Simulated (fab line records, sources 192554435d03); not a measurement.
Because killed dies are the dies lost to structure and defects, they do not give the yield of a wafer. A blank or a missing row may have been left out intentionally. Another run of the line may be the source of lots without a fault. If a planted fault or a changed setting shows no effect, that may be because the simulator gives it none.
Struck lot and sound lot, side by side -- flow n5 finfet -- 15 steps out of a route of 1938
Sound: wafers L323.2, L323.4, L323.5. Wafers L336.4, L336.6 were the ones struck. The cause comes at the end.
Order at every step that has rows: each side's tool, ch and its chambers, its first start. Under that, the readings that differ: sound wafers -- struck wafers -- difference of the means -- sigmas: that difference in standard deviations of wafers without a fault.
alike: a reading whose means differ by less than 2 such deviations, as well as words and numbers matching on both sides. not compared: withheld readings; readings where some wafer has no value; bounds like >300 that might hide an equal value; numbers whose values overlap and for which the record gives no deviation.
A row with sigmas, a row that says differs or no value, or rows on one side alone: a step with any of these is where the two part. Numbers that have no deviation but don't overlap get no sigmas and don't part them. Lack of a reading on every wafer of one side parts them only where that side has two or more wafers.

first, 7 steps without rows for these wafers: N5_BEOL_M10_COAT_64 (time 60 s, resist thk 30 nm); N5_BEOL_M10_COAT_22 (resist thk 90 nm); N5_BEOL_M10_EBR_24; N5_BEOL_M10_SOFTBAKE_23 (time 60 s); N5_BEOL_M10_EXPOSE_25 (exposes mask V9); N5_BEOL_M10_PEB_26 (peb time 60 s); N5_BEOL_M10_DEVELOP_27 (develop time 30 s).
N5_BEOL_M10_CD_MEAS_28 targets a cd of 70 nm.
  sound on cd sem-03 ch 0, day 11 08:13; struck on cd sem-03 ch 0, day 14 09:09
  alike: cd nm
N5_BEOL_M10_OVL_MEAS_29:
  sound on overlay-01 ch 0, day 11 08:15; struck on overlay-01 ch 0, day 14 09:11
  alike: V9_OVL
N5_BEOL_M10_INSPECT_30: inspects for defects (brightfield).
  sound: defect inspect-01 at day 11 08:17; struck: defect inspect-01 at day 14 09:12
  alike: raw defect count
N5_BEOL_M10_DESCUM_33: chemistry O2, time 7.9 s.
  sound on rie diel-06 ch 0,1, day 11 08:25; struck on rie diel-01 ch 1,3, day 14 09:23
  alike: bias power w, drypump motor current A, oes product au, rf vpp V, showerhead plenum p Torr, throttle valve pct
  not compared: rf hours counter h
N5_BEOL_M10_ETCH_65: etches SiARC in CF4, target depth 39 nm, time 65 s.
  sound on rie diel-06 ch 0,1, day 11 08:27; struck on rie diel-01 ch 1,3, day 14 09:25
reading,sound,struck,difference,sigmas
etch rf on time s (s),67.1 66.1 66.4,64.7 61.8,-3.3,-2
  alike: bias w, drypump motor current A, mfc ar sccm, oes product au, rf vpp V, showerhead plenum p Torr, throttle valve pct
  not compared: rf hours counter h
N5_BEOL_M10_ETCH_66: etches SOC in N2/H2, target depth 120 nm, overetch 24 nm, time 180 s.
  sound on rie diel-06 ch 0,1, day 11 08:30; struck on rie diel-01 ch 1,3, day 14 09:28
reading,sound,struck,difference,sigmas
run length s (s),202.7 204.0 203.5,257.0 257.1,+53.7,+99 or more
model.SiARC_of_BEOL_M10_COAT_64.thk nm (nm),23.2 23.2 23.2,20.4 20.4,-2.8,
  alike: bias w, drypump motor current A, oes product au, rf vpp V, showerhead plenum p Torr, throttle valve pct
  not compared: rf hours counter h
then, 1 step without rows for these wafers: N5_BEOL_M10_STRIP_69 (strips in N2/H2).
-- record jumps: 3 days separate the struck wafers' starts on either side; left off in module BEOL_M10, taken up again in module PASSIVATION, whose first shown step is the route's number 1936 --
N5_PASSIVATION_PROBE_49:
  sound: prober-02 at day 14 09:43; struck: prober-02 at day 16 23:28
  alike: defect limited yield, killed_at_M0_to_M3, killed_at_M4_up, killed at contacts, killed at front end, killed at other, killed dies, killed open, killed short, sort_bin_4_leakage, sort_bin_5_function, sort_bin_6_memory, sort n pass, sort yield pct

## WHERE THEY PART
At N5_BEOL_M10_ETCH_65 first; at N5_BEOL_M10_ETCH_66 last (within this record only). Later steps at which nothing parts them and some readings are alike: N5_PASSIVATION_PROBE_49.

WHY: what had been put in by the simulator
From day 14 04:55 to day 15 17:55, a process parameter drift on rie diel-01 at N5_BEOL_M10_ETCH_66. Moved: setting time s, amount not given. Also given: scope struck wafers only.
